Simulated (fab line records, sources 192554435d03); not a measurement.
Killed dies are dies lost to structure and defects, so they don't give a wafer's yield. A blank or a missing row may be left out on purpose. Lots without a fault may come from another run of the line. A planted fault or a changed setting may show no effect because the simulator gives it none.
fab line records | flow n5_finfet | part 1 of 2: steps 1 to 21 of 33
record lots=5 wafers=15 last_day=17
route steps=1938 shown BEOL_M10@1470
lots that met no fault: from a run of the same line without faults
start_h: hours from the record's first day to the start of the lot's first wafer shown | wait_h: hours since the lot's step before | " the same as in the row above | L1.1+2: a row that stands for several wafers | - no value, or no start given | * or withheld: withheld | < > ~ a bound
route shown NAME@n: a module of which the file shows steps, and the number in the route of the first | usual: mean/standard deviation of fault-free wafers | same: alike in all rows | chamber/n: place in a boat | sites: the reading at each site | _std_site: their standard deviation | _edge_site: outer sites' mean less inner sites' | radius_mm: how far each site lies from the wafer's centre | mask NAME#n: copy n | behind: the tool/chamber that last shaped the wafer | hold: why the lot was held/for how many hours/how that ended | device: the transistor (n, p or np) that didn't switch | end of line: the same wafers' tests at the end of the route | a step without rows: its recipe alone | killed: dies lost to structure and defects at the first sort, not the wafer's yield | map: a wafer's dies, x killed, . not, _ none there
set.NAME: the setting as run; set.NAME@STEP: as run at that earlier step | model.NAME: the simulator's own value behind a step, which no gauge read
lots at some steps of the route; a table a step, a row a wafer
services: from which hour (start_h, from the record's first day; less than 0 if before it) a tool's chamber was out of use, for how many hours, and why
## steps
# step N5_BEOL_M10_ILD_DEP_00
# recipe material=SiCOH_lowk target_thk_a=3085.1 temp_c=300 precursor=DEMS/porogen pressure_torr=5 rf_w=500 time_s=58
# usual heater_power_w=325/71 showerhead_plenum_p_Torr=5.741/0.013 throttle_valve_pct=13.8/0.7
# columns lot.wafer tool chamber start_h wait_h heater_power_w showerhead_plenum_p_Torr throttle_valve_pct
L076.3 pecvd-01 0 214.37 0.0 271 5.749 14.2
L076.5 " 1 " " 389 5.718 14.3
L076.6 " 2 " " 187 5.747 13.5
L080.1 pecvd-01 1 247.40 0.0 412 5.730 14.3
L080.2 " 0 " " 326 5.715 14.1
L080.3 " 2 " " 241 5.753 13.6
L088.2 pecvd-01 2 320.08 0.0 204 5.749 13.7
L088.3 " 1 " " 388 5.740 14.4
L088.6 " 1 " " 397 5.739 14.0
L091.2 pecvd-01 2 328.32 0.0 247 5.756 14.1
L091.3 " 1 " " 421 5.729 14.5
L091.6 " 1 " " 439 5.731 14.4
L093.2 pecvd-01 0 346.68 0.0 346 5.726 14.1
L093.3 " 2 " " 228 5.749 13.8
L093.5 " 1 " " 391 5.739 14.3
# step N5_BEOL_M10_CURE_71
# recipe temp_c=385 time_s=240 ambient=He/Ar material=SiCOH_lowk
# usual lamp_power_pct=52.31/0.058 wafer_temp_C_max=386.8/0.6
# columns lot.wafer tool chamber start_h wait_h lamp_power_pct wafer_temp_C_max
L076.3 uv_cure-02 0 214.61 0.2 52.41 387.2
L076.5 " 0 " " 52.38 386.9
L076.6 " 0 " " 52.40 386.7
L080.1 uv_cure-02 2 247.47 0.0 52.20 387.1
L080.2 " 2 " " 52.44 387.5
L080.3 " 2 " " 52.34 387.3
L088.2 uv_cure-01 1 320.24 0.1 52.27 386.4
L088.3 " 1 " " 52.33 386.2
L088.6 " 1 " " 52.16 386.2
L091.2 uv_cure-02 2 328.48 0.1 52.25 386.3
L091.3 " 2 " " 52.24 386.9
L091.6 " 2 " " 52.26 386.9
L093.2 uv_cure-01 0 346.84 0.1 52.30 387.5
L093.3 " 0 " " 52.40 387.6
L093.5 " 0 " " 52.33 387.8
# step N5_BEOL_M10_THK_MEAS_01
# recipe reads=SiCOH_lowk_of_BEOL_M10_ILD_DEP_00
# usual M10_ILD_THK=269/3.3
# columns lot.wafer tool chamber start_h wait_h M10_ILD_THK[nm]
L076.3 film_metro-01 - 214.96 0.3 264
L076.5 " - " " 269
L076.6 " - " " 268
L080.1 film_metro-01 - 247.99 0.4 270
L080.2 " - " " 267
L080.3 " - " " 271
L088.2 film_metro-01 - 320.68 0.4 269
L088.3 " - " " 270
L088.6 " - " " 272
L091.2 film_metro-01 - 328.91 0.4 266
L091.3 " - " " 267
L091.6 " - " " 274
L093.2 film_metro-01 - 347.27 0.4 269
L093.3 " - " " 272
L093.5 " - " " 274
# step N5_BEOL_M10_PECVD_70
# recipe material=SiO2 target_thk_a=200 temp_c=400 precursor=TEOS/O2 pressure_torr=5.5 rf_w=450 teos_flow_sccm=53.8 gas=O2 flow_sccm=3000 time_s=22.7
# usual heater_power_w=728/120 showerhead_plenum_p_Torr=8.80/0.044 throttle_valve_pct=22.2/1.1
# columns lot.wafer tool chamber start_h wait_h heater_power_w showerhead_plenum_p_Torr throttle_valve_pct
L076.3 pecvd-02 1 215.00 0.0 673 8.80 23.3
L076.5 " 1 " " 671 8.79 22.9
L076.6 " 0 " " 601 8.86 22.3
L080.1 pecvd-01 1 248.02 0.0 871 8.74 23.4
L080.2 " 0 " " 733 8.78 22.4
L080.3 " 2 " " 575 8.81 21.9
L088.2 pecvd-02 2 320.72 0.0 808 8.77 20.3
L088.3 " 1 " " 720 8.80 23.1
L088.6 " 0 " " 608 8.85 22.4
L091.2 pecvd-02 0 328.95 0.0 503 8.87 22.4
L091.3 " 1 " " 690 8.79 23.2
L091.6 " 1 " " 709 8.79 23.3
L093.2 pecvd-01 1 347.31 0.0 893 8.78 23.2
L093.3 " 0 " " 726 8.76 22.6
L093.5 " 2 " " 549 8.82 22.1
# step N5_BEOL_M10_HM_DEP_02
# recipe material=TiN target_thk_a=200 temp_c=25 chamber_pressure_pa=0.49996
# usual throttle_valve_pct=30.0/1.1
# columns lot.wafer tool chamber start_h wait_h throttle_valve_pct
L076.3 pvd_sputter-02 - 216.94 1.9 30.6
L076.5 " - " " 29.1
L076.6 " - " " 29.1
L080.1 pvd_sputter-02 - 249.72 1.7 27.9
L080.2 " - " " 28.8
L080.3 " - " " 28.8
L088.2 pvd_sputter-03 - 322.43 1.7 30.6
L088.3 " - " " 32.1
L088.6 " - " " 30.6
L091.2 pvd_sputter-01 - 329.70 0.7 30.8
L091.3 " - " " 30.4
L091.6 " - " " 30.4
L093.2 pvd_sputter-02 - 348.00 0.7 28.9
L093.3 " - " " 30.7
L093.5 " - " " 29.2
# step N5_BEOL_M10_COAT_59
# recipe resist=SOC temp_c=250 time_s=60 spin_rpm=1500 resist_thk_nm=100
# usual plate_temp_C=250.03/0.18
# columns lot.wafer tool chamber start_h wait_h plate_temp_C
L076.3 litho_track-05 0 217.07 0.1 249.90
L076.5 " 0 " " 250.08
L076.6 " 0 " " 250.03
L080.1 litho_track-04 0 249.85 0.1 250.03
L080.2 " 0 " " 250.19
L080.3 " 0 " " 250.09
L088.2 litho_track-05 0 322.56 0.1 250.07
L088.3 " 0 " " 250.17
L088.6 " 0 " " 249.99
L091.2 litho_track-05 0 329.82 0.1 249.85
L091.3 " 0 " " 250.32
L091.6 " 0 " " 250.38
L093.2 litho_track-04 0 348.13 0.1 250.24
L093.3 " 0 " " 249.68
L093.5 " 0 " " 249.88
# step N5_BEOL_M10_COAT_60
# recipe resist=SiARC temp_c=220 time_s=60 spin_rpm=1500 resist_thk_nm=30
# usual plate_temp_C=219.99/0.15
# columns lot.wafer tool chamber start_h wait_h plate_temp_C
L076.3 litho_track-05 0 - - 219.84
L076.5 " 0 " " 220.17
L076.6 " 0 " " 219.91
L080.1 litho_track-04 0 - - 220.40
L080.2 " 0 " " 219.84
L080.3 " 0 " " 220.17
L088.2 litho_track-05 0 - - 220.08
L088.3 " 0 " " 219.99
L088.6 " 0 " " 219.76
L091.2 litho_track-05 0 - - 220.03
L091.3 " 0 " " 220.05
L091.6 " 0 " " 220.23
L093.2 litho_track-04 0 - - 220.00
L093.3 " 0 " " 220.14
L093.5 " 0 " " 219.97
# step N5_BEOL_M10_COAT_05
# recipe resist=CAR-ArF spin_rpm=1500 resist_thk_nm=90
# columns lot.wafer tool chamber start_h wait_h
L076.3+5+6 litho_track-05 0 - -
L080.1+2+3 litho_track-04 0 - -
L088.2+3+6 litho_track-05 0 - -
L091.2+3+6 litho_track-05 0 - -
L093.2+3+5 litho_track-04 0 - -
# step N5_BEOL_M10_EBR_07
# recipe solvent=PGMEA ebr_width_mm=1.5
# columns lot.wafer tool chamber start_h wait_h
L076.3+5+6 litho_track-05 0 - -
L080.1+2+3 litho_track-04 0 - -
L088.2+3+6 litho_track-05 0 - -
L091.2+3+6 litho_track-05 0 - -
L093.2+3+5 litho_track-04 0 - -
# step N5_BEOL_M10_SOFTBAKE_06
# recipe temp_c=110 time_s=60 resist=CAR-ArF
# usual plate_temp_C=109.99/0.14
# columns lot.wafer tool chamber start_h wait_h plate_temp_C
L076.3 litho_track-05 0 - - 110.07
L076.5 " 0 " " 110.11
L076.6 " 0 " " 110.05
L080.1 litho_track-04 0 - - 109.86
L080.2 " 0 " " 109.95
L080.3 " 0 " " 110.00
L088.2 litho_track-05 0 - - 110.01
L088.3 " 0 " " 109.85
L088.6 " 0 " " 110.04
L091.2 litho_track-05 0 - - 109.96
L091.3 " 0 " " 110.03
L091.6 " 0 " " 109.75
L093.2 litho_track-04 0 - - 109.96
L093.3 " 0 " " 109.83
L093.5 " 0 " " 109.83
# step N5_BEOL_M10_EXPOSE_08
# recipe mask_id=M10 na=1.35 source_shape=dipole sigma_inner=0.411 sigma_outer=0.611 polarization=te dose_mj=53.75
# columns lot.wafer tool chamber start_h wait_h mask
L076.3+5+6 arfi_scanner-02 0 217.20 - M10#0
L080.1+2+3 arfi_scanner-02 0 250.09 - M10#0
L088.2+3+6 arfi_scanner-01 0 322.81 - M10#0
L091.2+3+6 arfi_scanner-02 0 330.07 - M10#0
L093.2+3+5 arfi_scanner-01 0 348.25 - M10#0
# step N5_BEOL_M10_PEB_09
# recipe peb_temp_c=withheld peb_time_s=60 resist=CAR-ArF
# columns lot.wafer tool chamber start_h wait_h
L076.3+5+6 litho_track-04 0 217.25 0.0
L080.1+2+3 litho_track-02 0 250.15 0.1
L088.2+3+6 litho_track-05 0 322.86 0.0
L091.2+3+6 litho_track-05 0 330.13 0.0
L093.2+3+5 litho_track-02 0 348.30 0.0
# step N5_BEOL_M10_DEVELOP_10
# recipe develop_time_s=30 developer=TMAH resist=CAR-ArF rinse_liquid=diw dry=air_spin dev_temp_c=23
# columns lot.wafer tool chamber start_h wait_h
L076.3+5+6 litho_track-04 0 - -
L080.1+2+3 litho_track-02 0 - -
L088.2+3+6 litho_track-05 0 - -
L091.2+3+6 litho_track-05 0 - -
L093.2+3+5 litho_track-02 0 - -
# step N5_BEOL_M10_CD_MEAS_11
# recipe target_cd_nm=64.1 landing_energy_ev=500 detector=se_inlens polarity=opening
# usual cd_nm=64.1/0.56
# same landing_energy_ev=500
# columns lot.wafer tool chamber start_h wait_h cd_nm
L076.3 cd_sem-02 0 217.32 - 63.6
L076.5 " 0 " " 63.4
L076.6 " 0 " " 63.7
L080.1 cd_sem-02 0 250.22 - 64.3
L080.2 " 0 " " 64.8
L080.3 " 0 " " 65.1
L088.2 cd_sem-03 0 322.93 - 64.6
L088.3 " 0 " " 64.8
L088.6 " 0 " " 64.3
L091.2 cd_sem-03 0 330.19 - 64.6
L091.3 " 0 " " 64.1
L091.6 " 0 " " 64.1
L093.2 cd_sem-01 0 348.37 - 64.7
L093.3 " 0 " " 64.9
L093.5 " 0 " " 64.9
# step N5_BEOL_M10_OVL_MEAS_12
# recipe points_per_wafer=44
# usual M10_OVL=0.8/0.87
# columns lot.wafer tool chamber start_h wait_h M10_OVL[nm]
L076.3 overlay-01 0 217.34 0.0 0.1
L076.5 " 0 " " 0.0
L076.6 " 0 " " 1.0
L080.1 overlay-01 0 250.25 0.0 2.1
L080.2 " 0 " " 2.1
L080.3 " 0 " " 1.6
L088.2 overlay-02 0 322.96 0.0 -0.2
L088.3 " 0 " " 0.3
L088.6 " 0 " " 0.4
L091.2 overlay-01 0 330.22 0.0 -0.6
L091.3 " 0 " " 0.3
L091.6 " 0 " " 1.4
L093.2 overlay-01 0 348.40 0.0 0.0
L093.3 " 0 " " -0.3
L093.5 " 0 " " -0.3
# step N5_BEOL_M10_INSPECT_13
# recipe mode=adi inspect_instrument=brightfield
# usual raw_defect_count=432/91
# columns lot.wafer tool chamber start_h wait_h raw_defect_count
L076.3 defect_inspect-01 - 217.37 0.0 336
L076.5 " - " " 419
L076.6 " - " " 422
L080.1 defect_inspect-02 - 250.27 0.0 610
L080.2 " - " " 552
L080.3 " - " " 556
L088.2 defect_inspect-02 - 322.99 0.0 350
L088.3 " - " " 639
L088.6 " - " " 521
L091.2 defect_inspect-01 - 330.25 0.0 450
L091.3 " - " " 505
L091.6 " - " " 400
L093.2 defect_inspect-01 - 348.42 0.0 603
L093.3 " - " " 707
L093.5 " - " " 434
# step N5_BEOL_M10_DESCUM_16
# recipe chemistry=O2 time_s=7.9 source_power_w=50 bias_power_w=20 pressure_mtorr=20 rf_frequency_hz=2.712e+07 temp_c=40 resist=CAR-ArF o2_flow_sccm=225
# usual bias_power_w=19.99/0.06 drypump_motor_current_A=6.0/0.47 oes_product_au=0.81/0.11 rf_vpp_V=243.3/1.4 showerhead_plenum_p_Torr=2.10/0.077 throttle_valve_pct=20.25/0.22
# columns lot.wafer tool chamber start_h wait_h bias_power_w drypump_motor_current_A oes_product_au rf_hours_counter_h rf_vpp_V showerhead_plenum_p_Torr throttle_valve_pct
L076.3 rie_diel-05 1 217.83 0.5 19.89 5.0 0.70 206 241.9 2.07 20.17
L076.5 " 1 " " 19.98 5.0 0.70 - 241.8 2.07 20.16
L076.6 " 3 " " 20.05 6.1 0.70 - 244.2 2.13 20.09
L080.1 rie_diel-03 2 250.31 0.0 20.06 6.0 0.69 249 243.1 2.14 20.97
L080.2 " 3 " " 19.96 5.5 0.85 67 241.4 2.03 20.40
L080.3 " 0 " " 19.91 5.3 0.70 215 242.7 2.08 20.55
L088.2 rie_diel-03 1 323.02 0.0 19.99 6.6 0.81 108 243.6 2.02 20.10
L088.3 " 0 " " 19.96 5.3 0.68 240 241.8 2.07 20.59
L088.6 " 1 " " 19.93 6.6 0.80 - 240.9 2.02 20.10
L091.2 rie_diel-03 0 330.28 0.0 19.96 5.4 0.67 243 243.4 2.07 20.60
L091.3 " 2 " " 19.99 6.0 0.93 22 244.8 2.13 20.68
L091.6 " 3 " " 19.89 5.5 0.82 - 242.6 2.03 20.42
L093.2 rie_diel-04 1 348.46 0.0 20.08 6.1 0.88 31 244.9 2.15 20.04
L093.3 " 2 " " 19.98 6.4 0.92 27 243.3 2.02 20.27
L093.5 " 1 " " 20.07 6.1 0.89 - 243.4 2.15 20.04
# step N5_BEOL_M10_ETCH_61
# recipe chemistry=CF4 target=SiARC target_depth_a=390 mask_material=CAR-ArF time_s=65 ion_energy_ev=80 pressure_mtorr=40 source_w=545 bias_w=36 Ar_flow_sccm=100 cf4_flow_sccm=100 ends=cleared
# usual cf4_flow_sccm=100.03/0.3 drypump_motor_current_A=6.0/0.46 etch_rf_on_time_s=64.9/1.6 oes_product_au=0.69/0.098 rf_vpp_V=184.1/1.2 showerhead_plenum_p_Torr=2.15/0.068 throttle_valve_pct=15.45/0.25
# columns lot.wafer tool chamber start_h wait_h cf4_flow_sccm drypump_motor_current_A etch_rf_on_time_s oes_product_au rf_hours_counter_h rf_vpp_V showerhead_plenum_p_Torr throttle_valve_pct
L076.3 rie_diel-05 1 217.86 0.0 100.11 5.0 66.8 0.60 206 183.0 2.13 15.50
L076.5 " 1 " " 100.08 5.0 66.9 0.60 - 183.8 2.13 15.52
L076.6 " 3 " " 100.14 6.1 66.5 0.58 - 183.2 2.19 15.50
L080.1 rie_diel-03 2 250.34 0.0 100.18 5.9 67.0 0.59 249 184.3 2.19 16.13
L080.2 " 3 " " 99.71 5.5 63.9 0.73 67 183.5 2.10 15.65
L080.3 " 0 " " 99.78 5.3 66.1 0.59 215 183.2 2.12 15.74
L088.2 rie_diel-03 1 323.05 0.0 100.37 6.6 63.4 0.69 108 183.7 2.08 15.39
L088.3 " 0 " " 100.40 5.4 66.6 0.58 240 183.1 2.12 15.80
L088.6 " 1 " " 99.80 6.6 62.9 0.69 - 183.6 2.08 15.40
L091.2 rie_diel-03 0 330.32 0.0 100.12 5.3 65.6 0.59 243 183.4 2.11 15.81
L091.3 " 2 " " 99.93 6.0 63.8 0.80 22 185.9 2.18 15.70
L091.6 " 3 " " 100.63 5.5 64.3 0.70 - 182.0 2.09 15.71
L093.2 rie_diel-04 1 348.49 0.0 99.66 6.1 63.9 0.76 31 184.6 2.17 15.09
L093.3 " 2 " " 99.79 6.3 64.1 0.77 27 185.3 2.09 15.53
L093.5 " 1 " " 99.52 6.1 63.4 0.75 - 184.4 2.17 15.08
# step N5_BEOL_M10_ETCH_62
# recipe chemistry=N2/H2 target=SOC target_depth_a=1100 overetch_a=220 mask_material=SiARC temp_c=40 time_s=165 ion_energy_ev=200 pressure_mtorr=30 source_w=840 bias_w=150 n2_flow_sccm=200 h2_flow_sccm=200
# usual drypump_motor_current_A=6.0/0.46 oes_product_au=0.69/0.089 rf_vpp_V=524.2/2.5 showerhead_plenum_p_Torr=2.55/0.087 throttle_valve_pct=17.68/0.25
# columns lot.wafer tool chamber start_h wait_h drypump_motor_current_A oes_product_au rf_hours_counter_h rf_vpp_V showerhead_plenum_p_Torr throttle_valve_pct
L076.3 rie_diel-05 1 217.91 0.0 5.0 0.61 206 522.6 2.52 17.72
L076.5 " 1 " " 5.0 0.60 - 523.0 2.52 17.73
L076.6 " 3 " " 6.1 0.59 - 525.9 2.60 17.59
L080.1 rie_diel-03 2 250.39 0.0 6.0 0.60 249 526.1 2.60 18.45
L080.2 " 3 " " 5.5 0.72 67 522.3 2.49 17.81
L080.3 " 0 " " 5.3 0.60 215 524.8 2.50 17.85
L088.2 rie_diel-03 1 323.10 0.0 6.6 0.67 108 522.3 2.46 17.61
L088.3 " 0 " " 5.3 0.58 240 523.2 2.49 17.91
L088.6 " 1 " " 6.6 0.68 - 521.5 2.46 17.61
L091.2 rie_diel-03 0 330.37 0.0 5.3 0.58 243 522.2 2.49 17.91
L091.3 " 2 " " 6.0 0.77 22 524.5 2.60 18.10
L091.6 " 3 " " 5.5 0.69 - 522.1 2.47 17.87
L093.2 rie_diel-04 1 348.54 0.0 6.1 0.75 31 524.5 2.59 17.34
L093.3 " 2 " " 6.4 0.76 27 521.8 2.50 17.81
L093.5 " 1 " " 6.1 0.75 - 523.9 2.59 17.32
# step N5_BEOL_M10_STRIP_68
# recipe chemistry=N2/H2 temp_c=40 n2_flow_sccm=200 h2_flow_sccm=200 rf_frequency_hz=6e+07
# columns lot.wafer tool chamber start_h wait_h
L076.3+5+6 rie_diel-05 1,1,3 218.05 0.1
L080.1+2+3 rie_diel-03 2,3,0 250.53 0.1
L088.2+3+6 rie_diel-03 1,0,1 323.24 0.1
L091.2+3+6 rie_diel-03 0,2,3 330.50 0.1
L093.2+3+5 rie_diel-04 1,2,1 348.68 0.1
# step N5_BEOL_M10_STRIP_67
# recipe chemistry=CF4 resist=SiARC power_w=300 bias_power_w=75 pressure_mtorr=50 cf4_flow_sccm=150 rf_frequency_hz=6e+07
# usual bias_power_w=75.01/0.22 cf4_flow_sccm=150.0/0.47 drypump_motor_current_A=6.0/0.46 oes_product_au=0.81/0.11 power_w=299.9/0.84 rf_vpp_V=271.3/1.5 showerhead_plenum_p_Torr=1.80/0.057 throttle_valve_pct=13.44/0.26
# columns lot.wafer tool chamber start_h wait_h bias_power_w cf4_flow_sccm drypump_motor_current_A oes_product_au power_w rf_hours_counter_h rf_vpp_V showerhead_plenum_p_Torr throttle_valve_pct
L076.3 rie_diel-05 1 218.06 0.0 75.11 149.3 5.0 0.71 300.9 206 270.5 1.78 13.53
L076.5 " 1 " " 75.11 149.6 5.0 0.71 299.9 - 271.3 1.78 13.53
L076.6 " 3 " " 74.75 149.8 6.2 0.70 299.8 - 271.9 1.84 13.52
L080.1 rie_diel-03 2 250.54 0.0 75.06 151.0 6.0 0.70 300.5 249 272.7 1.82 14.08
L080.2 " 3 " " 74.89 150.8 5.5 0.84 299.1 67 269.5 1.76 13.60
L080.3 " 0 " " 74.93 149.6 5.3 0.71 299.8 215 271.1 1.78 13.74
L088.2 rie_diel-03 1 323.25 0.0 74.95 149.9 6.6 0.80 300.8 108 269.8 1.74 13.37
L088.3 " 0 " " 75.15 150.4 5.3 0.68 299.9 240 271.0 1.77 13.79
L088.6 " 1 " " 74.85 150.0 6.6 0.81 300.2 - 270.6 1.74 13.37
L091.2 rie_diel-03 0 330.51 0.0 75.22 149.4 5.3 0.68 298.1 243 269.9 1.77 13.82
L091.3 " 2 " " 74.93 150.4 6.0 0.91 299.0 22 273.2 1.82 13.59
L091.6 " 3 " " 74.73 149.8 5.5 0.81 300.3 - 269.6 1.76 13.66
L093.2 rie_diel-04 1 348.69 0.0 75.22 149.0 6.0 0.88 301.5 31 271.7 1.82 13.04
L093.3 " 2 " " 74.84 150.2 6.4 0.90 300.1 27 270.9 1.76 13.50
L093.5 " 1 " " 75.00 149.4 6.1 0.88 302.5 - 272.3 1.82 13.06
